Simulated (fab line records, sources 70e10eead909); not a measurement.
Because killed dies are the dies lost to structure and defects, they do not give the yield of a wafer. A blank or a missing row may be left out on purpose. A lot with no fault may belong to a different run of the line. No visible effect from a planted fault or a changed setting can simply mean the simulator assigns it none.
fab line records :: flow nand_harc
record
  lots=5
  wafers=12
  last_day=23
route steps=1159 shown A_CONTACT@853 END@1159
lots that met no fault: taken from a fault-free run of the same line
start_h: the number of hours between the record's first day and the start of the first shown wafer of the lot :: wait_h: time in hours since the lot's previous step :: " as in the row above :: L1.1+2: one row covering several wafers at once :: - either no value or no given start :: * or withheld: withheld :: < > ~ a bound
route shown NAME@n: a module of which the file shows steps, and the number in the route of the first :: usual: mean/standard deviation taken from wafers without a fault :: same: alike in all rows :: chamber/n: place in a boat :: sites: per-site readings :: _std_site: the standard deviation of these :: _edge_site: mean of outer sites minus mean of inner sites :: radius_mm: how far each site lies from the wafer's centre :: mask NAME#n: copy n :: behind: the most recent tool/chamber to have shaped the wafer :: hold: the reason the lot was held/the length of the hold in hours/how it ended :: device: the transistor (n, p or np) that didn't switch :: end of line: the route-end tests of the same wafers :: a step given without rows: its recipe and nothing more :: killed: count of dies lost to structure and defects at first sort (not the wafer's yield) :: map: dies across one wafer; x = killed, . = not, _ = none there
set.NAME: the setting as run; set.NAME@STEP: as run at that earlier step :: model.NAME: the simulator's own value behind a step, which no gauge read
a table for each step, a row for each wafer; lots at some steps of the route
services: a tool's chamber out of use, with start hour (start_h, from the record's first day; less than 0 if before it), hours out, and reason
## steps
# step NHARC_A_CONTACT_DEVELOP_41
# recipe
  develop_time_s=35
  dev_temp_c=23
# step NHARC_A_CONTACT_DESCUM_47
# recipe
  time_s=3
  o2_flow_sccm=200
  ar_flow_sccm=0
  bias_power_w=0
  chemistry=O2
# step NHARC_A_CONTACT_ETCH_48
# recipe
  target_depth_a=390
  over_etch_frac=0.3
  time_s=65
  ion_energy_ev=80
  cf4_flow_sccm=150
  ar_flow_sccm=0
  rf_w=300
  bias_w=100
  chemistry=CF4
# step NHARC_A_CONTACT_ETCH_49
# recipe
  target_depth_a=2600
  over_etch_frac=0.3
  time_s=475.3
  ion_energy_ev=200
  n2_flow_sccm=150
  h2_flow_sccm=150
  ar_flow_sccm=0
  rf_w=400
  bias_w=150
  chemistry=N2/H2
# step NHARC_A_CONTACT_ETCH_50
# recipe
  target_depth_a=847
  time_s=42.4
  cf4_flow_sccm=100
  chf3_flow_sccm=30
  ar_flow_sccm=0
  rf_w=500
  bias_w=200
  chemistry=CF4/CHF3
# step NHARC_A_CONTACT_ETCH_51
# recipe
  target_depth_a=36000
  over_etch_frac=0.3
  time_s=936
  ion_energy_ev=150
  o2_flow_sccm=400
  cos_flow_sccm=20
  ar_flow_sccm=0
  rf_w=500
  bias_w=300
  chemistry=O2/COS
# step NHARC_A_CONTACT_ETCH_111
# recipe
  source_w=withheld
  pressure_mtorr=20
  bias_v=withheld
  time_s=140
  target_depth_a=7000
  ar_flow_sccm=withheld
  c4f8_flow_sccm=withheld
  o2_flow_sccm=withheld
  chemistry=C4F8/O2/Ar
# step NHARC_A_CONTACT_ETCH_112
# recipe
  source_w=withheld
  pressure_mtorr=20
  bias_v=3000
  time_s=94
  target_depth_a=9220
  ar_flow_sccm=withheld
  c4f8_flow_sccm=withheld
  o2_flow_sccm=withheld
  chemistry=C4F8/O2/Ar
# step NHARC_A_CONTACT_ETCH_113
# recipe
  source_w=withheld
  pressure_mtorr=20
  bias_v=3000
  time_s=94
  target_depth_a=9220
  ar_flow_sccm=withheld
  c4f8_flow_sccm=withheld
  o2_flow_sccm=withheld
  chemistry=C4F8/O2/Ar
# step NHARC_A_CONTACT_ETCH_114
# recipe
  source_w=withheld
  pressure_mtorr=20
  bias_v=3000
  time_s=94
  target_depth_a=9220
  ar_flow_sccm=withheld
  c4f8_flow_sccm=withheld
  o2_flow_sccm=withheld
  chemistry=C4F8/O2/Ar
# usual
  oes_air_line_au=1.002/0.019
lot.wafer: L482.1
tool: har_cap_etch-03
chamber: 0
start_h: 386.36
wait_h: 0.1
oes_air_line_au: 0.980
rf_hours_counter_h: 85

lot.wafer: L482.4
tool: har_cap_etch-03
chamber: 0
start_h: 386.36
wait_h: 0.1
oes_air_line_au: 1.001
rf_hours_counter_h: -

lot.wafer: L482.5
tool: har_cap_etch-03
chamber: 1
start_h: 386.36
wait_h: 0.1
oes_air_line_au: 1.014
rf_hours_counter_h: -

lot.wafer: L484.1
tool: har_cap_etch-03
chamber: 0
start_h: 412.29
wait_h: 0.1
oes_air_line_au: 1.028
rf_hours_counter_h: 90

lot.wafer: L484.4
tool: har_cap_etch-03
chamber: 0
start_h: 412.29
wait_h: 0.1
oes_air_line_au: 1.003
rf_hours_counter_h: -

lot.wafer: L488.3
tool: har_cap_etch-03
chamber: 0
start_h: 436.83
wait_h: 0.1
oes_air_line_au: 1.037
rf_hours_counter_h: -

lot.wafer: L488.5
tool: har_cap_etch-03
chamber: 1
start_h: 436.83
wait_h: 0.1
oes_air_line_au: 0.989
rf_hours_counter_h: -

lot.wafer: L489.1
tool: har_cap_etch-03
chamber: 0
start_h: 447.78
wait_h: 0.1
oes_air_line_au: 1.017
rf_hours_counter_h: 96

lot.wafer: L489.6
tool: har_cap_etch-03
chamber: 0
start_h: 447.78
wait_h: 0.1
oes_air_line_au: 1.028
rf_hours_counter_h: -

lot.wafer: L492.1
tool: har_cap_etch-02
chamber: 1
start_h: 453.91
wait_h: 0.1
oes_air_line_au: 1.035
rf_hours_counter_h: 25

lot.wafer: L492.4
tool: har_cap_etch-02
chamber: 0
start_h: 453.91
wait_h: 0.1
oes_air_line_au: 1.015
rf_hours_counter_h: -

lot.wafer: L492.5
tool: har_cap_etch-02
chamber: 1
start_h: 453.91
wait_h: 0.1
oes_air_line_au: 1.015
rf_hours_counter_h: -
# step NHARC_A_CONTACT_ETCH_115
# recipe
  source_w=withheld
  pressure_mtorr=20
  bias_v=3000
  time_s=94
  target_depth_a=9220
  ar_flow_sccm=withheld
  c4f8_flow_sccm=withheld
  o2_flow_sccm=withheld
  chemistry=C4F8/O2/Ar
# step NHARC_A_CONTACT_ETCH_116
# recipe
  source_w=withheld
  pressure_mtorr=20
  bias_v=3000
  time_s=94
  target_depth_a=9220
  ar_flow_sccm=withheld
  c4f8_flow_sccm=withheld
  o2_flow_sccm=withheld
  chemistry=C4F8/O2/Ar
# step NHARC_A_CONTACT_ETCH_117
# recipe
  source_w=withheld
  pressure_mtorr=20
  bias_v=3000
  time_s=94
  target_depth_a=9220
  ar_flow_sccm=withheld
  c4f8_flow_sccm=withheld
  o2_flow_sccm=withheld
  chemistry=C4F8/O2/Ar
# step NHARC_A_CONTACT_ETCH_118
# recipe
  source_w=withheld
  pressure_mtorr=20
  bias_v=3000
  time_s=94
  target_depth_a=9220
  ar_flow_sccm=withheld
  c4f8_flow_sccm=withheld
  o2_flow_sccm=withheld
  chemistry=C4F8/O2/Ar
# step NHARC_A_CONTACT_ETCH_119
# recipe
  source_w=withheld
  pressure_mtorr=20
  bias_v=3000
  time_s=94
  target_depth_a=9220
  ar_flow_sccm=withheld
  c4f8_flow_sccm=withheld
  o2_flow_sccm=withheld
  chemistry=C4F8/O2/Ar
# step NHARC_A_CONTACT_ETCH_120
# recipe
  source_w=withheld
  pressure_mtorr=20
  bias_v=3000
  time_s=94
  target_depth_a=9220
  ar_flow_sccm=withheld
  c4f8_flow_sccm=withheld
  o2_flow_sccm=withheld
  chemistry=C4F8/O2/Ar
# step NHARC_A_CONTACT_ETCH_121
# recipe
  source_w=withheld
  pressure_mtorr=20
  bias_v=3000
  time_s=94
  target_depth_a=9220
  ar_flow_sccm=withheld
  c4f8_flow_sccm=withheld
  o2_flow_sccm=withheld
  chemistry=C4F8/O2/Ar
# step NHARC_A_CONTACT_ETCH_122
# recipe
  source_w=withheld
  pressure_mtorr=20
  bias_v=3000
  time_s=95
  target_depth_a=9300
  ar_flow_sccm=withheld
  c4f8_flow_sccm=withheld
  o2_flow_sccm=withheld
  chemistry=C4F8/O2/Ar
# step NHARC_A_CONTACT_ETCH_123
# recipe
  source_w=withheld
  pressure_mtorr=20
  bias_v=400
  time_s=253
  target_depth_a=10900
  ar_flow_sccm=withheld
  c4f8_flow_sccm=11.5
  o2_flow_sccm=7.2
  chemistry=C4F8/O2/Ar
# step NHARC_A_CONTACT_ETCH_90
# recipe
  target_depth_a=400
  over_etch_frac=0.5
  time_s=85.7
  ion_energy_ev=120
  ch3f_flow_sccm=50
  o2_flow_sccm=30
  ar_flow_sccm=200
  rf_w=500
  bias_w=100
  chemistry=CH3F/O2
# step NHARC_A_CONTACT_ETCH_96
# recipe
  target_depth_a=200
  over_etch_frac=0.5
  time_s=10
  ion_energy_ev=250
  c4f6_flow_sccm=25
  o2_flow_sccm=20
  ar_flow_sccm=500
  rf_w=600
  bias_w=500
  chemistry=C4F6/O2
# step NHARC_A_CONTACT_STRIP_99
# recipe
  n2_flow_sccm=150
  h2_flow_sccm=150
  ar_flow_sccm=0
  bias_w=0
  chemistry=N2/H2
# step NHARC_A_CONTACT_STRIP_100
# recipe
  cf4_flow_sccm=100
  chf3_flow_sccm=30
  ar_flow_sccm=0
  bias_w=0
  chemistry=CF4/CHF3
# step NHARC_A_CONTACT_STRIP_101
# recipe
  o2_flow_sccm=400
  cos_flow_sccm=20
  ar_flow_sccm=0
  bias_w=0
  chemistry=O2/COS
# step NHARC_A_CONTACT_ETCH_102
# recipe
  target_depth_a=700
  overetch_a=70
  time_s=38.5
  ion_energy_ev=100
  cf4_flow_sccm=80
  o2_flow_sccm=20
  ar_flow_sccm=0
  rf_w=300
  bias_w=100
  chemistry=CF4/O2
# step NHARC_A_CONTACT_STRIP_55
# recipe
  o2_flow_sccm=500
  ar_flow_sccm=0
  bias_w=0
  chemistry=O2
# step NHARC_A_CONTACT_STRIP_56
# recipe
  time_s=600
  temp_c=30
  chemistry=post_etch_residue_remover
# step NHARC_A_CONTACT_DEP_57
# recipe
  target_thk_a=28000
  temp_c=400
  material=aC
# step NHARC_A_CONTACT_DEP_58
# recipe
  target_thk_a=600
  target_thk_nm=60
  temp_c=400
  pressure_torr=3.5
  flow_sccm=200
  rf_w=350
  material=SiON
# step NHARC_A_CONTACT_DEHYDRATE_59
# recipe
  temp_c=150
  time_s=120
# step NHARC_A_CONTACT_HMDS_60
# recipe
  time_s=30
# step NHARC_A_CONTACT_COAT_61
# recipe
  temp_c=260
  time_s=75
# step NHARC_A_CONTACT_COAT_62
# recipe
  temp_c=225
  time_s=65
# step NHARC_A_CONTACT_COAT_63
# recipe
  spin_rpm=1500
  resist_thk_nm=90
# step NHARC_A_CONTACT_SOFTBAKE_64
# recipe
  temp_c=105
  time_s=55
# step NHARC_A_CONTACT_EBR_65
# step NHARC_A_CONTACT_EXPOSE_66
# recipe
  na=1.35
  sigma_outer=0.8
  dose_mj=59.02
  mask_id=A_CC_2
# step NHARC_A_CONTACT_PEB_67
# recipe
  peb_temp_c=100
  peb_time_s=65
# step NHARC_A_CONTACT_DESCUM_74
# recipe
  time_s=3
  o2_flow_sccm=200
  ar_flow_sccm=0
  bias_power_w=0
  chemistry=O2
# usual
  drypump_motor_current_A=5.56/0.3
  oes_product_au=1.001/0.012
  rf_vpp_V=57.7/0.88
  showerhead_plenum_p_Torr=1.89/0.093
  throttle_valve_pct=11.311/0.0095
lot.wafer: L482.1
tool: rie_diel-11
chamber: 1
start_h: 391.70
wait_h: 0.1
hold: -
drypump_motor_current_A: 5.76
oes_product_au: 1.003
rf_hours_counter_h: 5
rf_vpp_V: 56.6
showerhead_plenum_p_Torr: 1.86
throttle_valve_pct: 11.307

lot.wafer: L482.4
tool: rie_diel-11
chamber: 3
start_h: 391.70
wait_h: 0.1
hold: -
drypump_motor_current_A: 5.11
oes_product_au: 0.986
rf_hours_counter_h: -
rf_vpp_V: 59.8
showerhead_plenum_p_Torr: 1.81
throttle_valve_pct: 11.321

lot.wafer: L482.5
tool: rie_diel-11
chamber: 0
start_h: 391.70
wait_h: 0.1
hold: -
drypump_motor_current_A: 5.64
oes_product_au: 1.005
rf_hours_counter_h: -
rf_vpp_V: 56.7
showerhead_plenum_p_Torr: 1.77
throttle_valve_pct: 11.312

lot.wafer: L484.4
tool: rie_diel-11
chamber: 1
start_h: 423.11
wait_h: 2.4
hold: await_dispo/2.3h/release
drypump_motor_current_A: 5.76
oes_product_au: 0.994
rf_hours_counter_h: 7
rf_vpp_V: 58.9
showerhead_plenum_p_Torr: 1.86
throttle_valve_pct: 11.313

lot.wafer: L484.1
tool: rie_diel-11
chamber: 2
start_h: 423.11
wait_h: 2.4
hold: await_dispo/2.3h/release
drypump_motor_current_A: 5.20
oes_product_au: 1.003
rf_hours_counter_h: 9
rf_vpp_V: 56.9
showerhead_plenum_p_Torr: 1.88
throttle_valve_pct: 11.319

lot.wafer: L488.3
tool: rie_diel-05
chamber: 3
start_h: 447.15
wait_h: 4.4
hold: await_dispo/4.1h/release
drypump_motor_current_A: 5.39
oes_product_au: 1.022
rf_hours_counter_h: 32
rf_vpp_V: 58.9
showerhead_plenum_p_Torr: 2.05
throttle_valve_pct: 11.318

lot.wafer: L488.5
tool: rie_diel-05
chamber: 2
start_h: 447.15
wait_h: 4.4
hold: await_dispo/4.1h/release
drypump_motor_current_A: 5.73
oes_product_au: 1.011
rf_hours_counter_h: -
rf_vpp_V: 57.2
showerhead_plenum_p_Torr: 2.00
throttle_valve_pct: 11.321

lot.wafer: L489.1
tool: rie_diel-05
chamber: 2
start_h: 459.71
wait_h: 6.2
hold: await_dispo/6.1h/release
drypump_motor_current_A: 5.72
oes_product_au: 1.013
rf_hours_counter_h: 34
rf_vpp_V: 58.9
showerhead_plenum_p_Torr: 2.00
throttle_valve_pct: 11.323

lot.wafer: L489.6
tool: rie_diel-05
chamber: 0
start_h: 459.71
wait_h: 6.2
hold: await_dispo/6.1h/release
drypump_motor_current_A: 5.66
oes_product_au: 0.995
rf_hours_counter_h: -
rf_vpp_V: 58.7
showerhead_plenum_p_Torr: 1.80
throttle_valve_pct: 11.311

lot.wafer: L492.1
tool: rie_diel-05
chamber: 2
start_h: 459.86
wait_h: 0.1
hold: -
drypump_motor_current_A: 5.74
oes_product_au: 1.007
rf_hours_counter_h: 37
rf_vpp_V: 58.8
showerhead_plenum_p_Torr: 2.00
throttle_valve_pct: 11.306

lot.wafer: L492.4
tool: rie_diel-05
chamber: 1
start_h: 459.86
wait_h: 0.1
hold: -
drypump_motor_current_A: 5.44
oes_product_au: 0.996
rf_hours_counter_h: 36
rf_vpp_V: 57.3
showerhead_plenum_p_Torr: 1.87
throttle_valve_pct: 11.309

lot.wafer: L492.5
tool: rie_diel-05
chamber: 2
start_h: 459.86
wait_h: 0.1
hold: -
drypump_motor_current_A: 5.74
oes_product_au: 1.009
rf_hours_counter_h: -
rf_vpp_V: 59.3
showerhead_plenum_p_Torr: 2.00
throttle_valve_pct: 11.310
# step NHARC_END_SORT_01
# recipe
  temp_c=25
# usual
  killed_at_array=24/8.4
  killed_at_other=0.7/1.1
  killed_at_periphery=2.9/1.7
  killed_dies=27/8.6
  killed_open=3.3/1.8
  killed_short=1.8/1.4
# same
  gross_dies=677
lot.wafer: L484.1
tool: prober-02
chamber: 0
start_h: 498.81
wait_h: 2.5
killed_at_array: 152
killed_at_other: 0
killed_at_periphery: 3
killed_dies: 155
killed_open: 5
killed_short: 4

lot.wafer: L484.4
tool: prober-02
chamber: 0
start_h: 501.22
wait_h: 3.4
killed_at_array: 133
killed_at_other: 0
killed_at_periphery: 1
killed_dies: 134
killed_open: 1
killed_short: 2

lot.wafer: L488.3
tool: prober-02
chamber: 0
start_h: 523.38
wait_h: 3.1
killed_at_array: 124
killed_at_other: 0
killed_at_periphery: 3
killed_dies: 127
killed_open: 1
killed_short: 0

lot.wafer: L488.5
tool: prober-02
chamber: 0
start_h: 524.98
wait_h: 3.7
killed_at_array: 22
killed_at_other: 0
killed_at_periphery: 2
killed_dies: 24
killed_open: 2
killed_short: 2

lot.wafer: L489.1
tool: prober-01
chamber: 0
start_h: 552.28
wait_h: 2.5
killed_at_array: 119
killed_at_other: 2
killed_at_periphery: 6
killed_dies: 127
killed_open: 4
killed_short: 2

lot.wafer: L489.6
tool: prober-01
chamber: 0
start_h: 556.33
wait_h: 4.1
killed_at_array: 116
killed_at_other: 2
killed_at_periphery: 4
killed_dies: 122
killed_open: 2
killed_short: 1
# killed by level:class
L484.1 A_CONTACT:unspecified=108 A_CHANNEL_HOLE_D1:chamber_film_flake=22 A_SLIT:chamber_film_flake=4 A_CONTACT:chamber_film_flake=4 A_CONTACT:geometric_particle:open=3 P_M1:chamber_film_flake=3 A_STAIRCASE:chamber_film_flake=3 A_CONTACT:geometric_particle:short=2
L484.4 A_CONTACT:unspecified=109 A_CHANNEL_HOLE_D1:chamber_film_flake=15 A_SLIT:chamber_film_flake=4 A_STAIRCASE:chamber_film_flake=2 A_ONON_D1:geometric_particle:short=1 A_WL_FILL:geometric_particle:short=1 A_M0:geometric_particle:open=1 P_ZERO_WELL:chamber_film_flake=1
L488.3 A_CONTACT:unspecified=107 A_SLIT:chamber_film_flake=11 A_CHANNEL_HOLE_D1:chamber_film_flake=3 A_STAIRCASE:chamber_film_flake=2 P_CONTACT:geometric_particle:open=1 P_STI:chamber_film_flake=1 P_M1:chamber_film_flake=1 A_CONTACT:chamber_film_flake=1
L488.5 A_SLIT:chamber_film_flake=8 A_CONTACT:chamber_film_flake=5 A_STAIRCASE:chamber_film_flake=3 P_GATE:geometric_particle:short=1 A_WL_FILL:geometric_particle:open=1 A_CONTACT:geometric_particle:open=1 A_BLC:geometric_particle:short=1 P_M1:chamber_film_flake=1
L489.1 A_CONTACT:unspecified=107 P_GATE:chamber_film_flake=4 A_CHANNEL_HOLE_D1:chamber_film_flake=4 A_CONTACT:chamber_film_flake=2 THIN_TSV:chamber_film_flake=2 P_GATE:geometric_particle:open=1 P_M1:geometric_particle:open=1 A_SGD_CUT:geometric_particle:short=1
L489.6 A_CONTACT:unspecified=106 A_CHANNEL_HOLE_D1:chamber_film_flake=5 P_GATE:chamber_film_flake=3 A_STAIRCASE:chamber_film_flake=2 P_CONTACT:geometric_particle:open=1 A_CHANNEL_FILL_D1:geometric_particle:short=1 A_CHANNEL_FILL_D1:geometric_particle:open=1 A_CONTACT:chamber_film_flake=1
# map L484.1 (x killed, . not)
____________.____________
_________......._________
_______.xxxxx.x.xx_______
______.xxxxxx...x..______
_____..xxxxxx...x..._____
____..xxxxxxxx.......____
____..xxxxxxxx.......____
___.xxxxxxxxx.x..x....___
___..xxxxxxxxxxx......___
__...xxxxxxxxxx.......x__
__...xxxxxxxxx.....x...__
_....xxxxxxxxxx........._
_......xxxxxxx...x......_
_.....xxxxxxxx.........._
_..x.....xxx............_
_......xxxx.x....x..x..._
...x..x..x....x..........
.........x....x..........
.........................
.........x......x.xx.....
.....x...................
_........x.............._
_........x.x............_
_.........x..x..x......._
_.......xx..x..........._
_.......xxxxxx.........._
__......x..............__
__......x.x............__
___......xxx..........___
___........x......x...___
____.......xx........____
____.................____
_____..............._____
______.......x.....______
_______..........._______
_________......._________
____________.____________
# map L488.3 (x killed, . not)
____________.____________
_________.x.x..._________
_______.xxx.x....._______
______xxxxxxx....x.______
_____.x.xxxxxx....x._____
____..xxxxxxxx.....x.____
____.xxxxxxxxx.......____
___...xxxxxxxx........___
___..xxxxxxxxxxx......___
__....xxxxxxxxx........__
__...xxxxxxxxx.........__
_...x..xxxxxx.x........._
_.....xxxxxxxx.x........_
_.....xxxxxxxx.........._
_.......xxxx.x.........._
_........xxx............_
..........x..............
.........................
....................x....
.........................
.........................
_......................._
_......................._
_......................._
_..............x.xx.x..._
_.....x......x.........._
__............x........__
__..............xxx....__
___..............x....___
___............x...x..___
____.................____
____...........x.....____
_____..........x...._____
______.............______
_______..........._______
_________......._________
____________.____________
## services
tool: rie_diel-11
chamber: -
start_h: 366.50
hours: 9.0
kind: pm

tool: rie_diel-11
chamber: 0
start_h: 366.50
hours: 9.0
kind: vent_cycle

tool: rie_diel-11
chamber: 1
start_h: 366.50
hours: 9.0
kind: vent_cycle

tool: rie_diel-11
chamber: 2
start_h: 366.50
hours: 9.0
kind: vent_cycle

tool: rie_diel-11
chamber: 3
start_h: 366.50
hours: 9.0
kind: vent_cycle

tool: rie_diel-11
chamber: 0
start_h: 375.50
hours: -
kind: clean

tool: rie_diel-05
chamber: 0
start_h: 382.07
hours: -
kind: clean

tool: rie_diel-05
chamber: 1
start_h: 382.07
hours: -
kind: clean

tool: rie_diel-05
chamber: 2
start_h: 382.07
hours: -
kind: clean

tool: rie_diel-05
chamber: 3
start_h: 382.07
hours: -
kind: clean

tool: rie_diel-11
chamber: 2
start_h: 389.44
hours: 2.3
kind: repair

tool: rie_diel-11
chamber: 1
start_h: 391.74
hours: 9.9
kind: repair

tool: rie_diel-05
chamber: 0
start_h: 406.57
hours: -
kind: clean

tool: rie_diel-05
chamber: 1
start_h: 406.57
hours: -
kind: clean

tool: rie_diel-05
chamber: 2
start_h: 406.57
hours: -
kind: clean

tool: rie_diel-05
chamber: 3
start_h: 406.57
hours: -
kind: clean

tool: rie_diel-05
chamber: 0
start_h: 431.07
hours: -
kind: clean

tool: rie_diel-05
chamber: 1
start_h: 431.07
hours: -
kind: clean

tool: rie_diel-05
chamber: 2
start_h: 431.07
hours: -
kind: clean

tool: rie_diel-05
chamber: 3
start_h: 431.07
hours: -
kind: clean

tool: rie_diel-05
chamber: 0
start_h: 455.57
hours: -
kind: clean

tool: rie_diel-05
chamber: 1
start_h: 455.57
hours: -
kind: clean

tool: rie_diel-05
chamber: 2
start_h: 455.57
hours: -
kind: clean

tool: rie_diel-05
chamber: 3
start_h: 455.57
hours: -
kind: clean
## key
first_sign
  step=NHARC_END_SORT_01
  reading=killed_at_array
  direction=up
  sigmas=12
  usual=24
  struck=129
effect
  step=NHARC_END_SORT_01
  reading=killed_dies
  direction=up
  sigmas=12
  usual=27
  struck=133
more_kills_born_at
  NHARC_A_CONTACT_ETCH_114@har_cap_etch-03=519
met_at NHARC_A_CONTACT_ETCH_114
struck_wafers L484.1,L484.4,L488.3,L489.1,L489.6
tester_left_out L484,L488,L489
onset_between 386.36 412.29
fault
  kind=chamber_particle_source
  tool=har_cap_etch-03
  chamber=0
  onset_h=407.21
  steps=NHARC_A_CONTACT_ETCH_114
  rate_per_visit_cm2=2.141
  end_h=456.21
# tester_left_out: of these lots the tester's yield and bins aren't shown, on N5 and GAA mostly nor the transistor test; their killed dies are dies lost to structure and defects alone, not to doping, threshold or leakage, so they don't give the yield
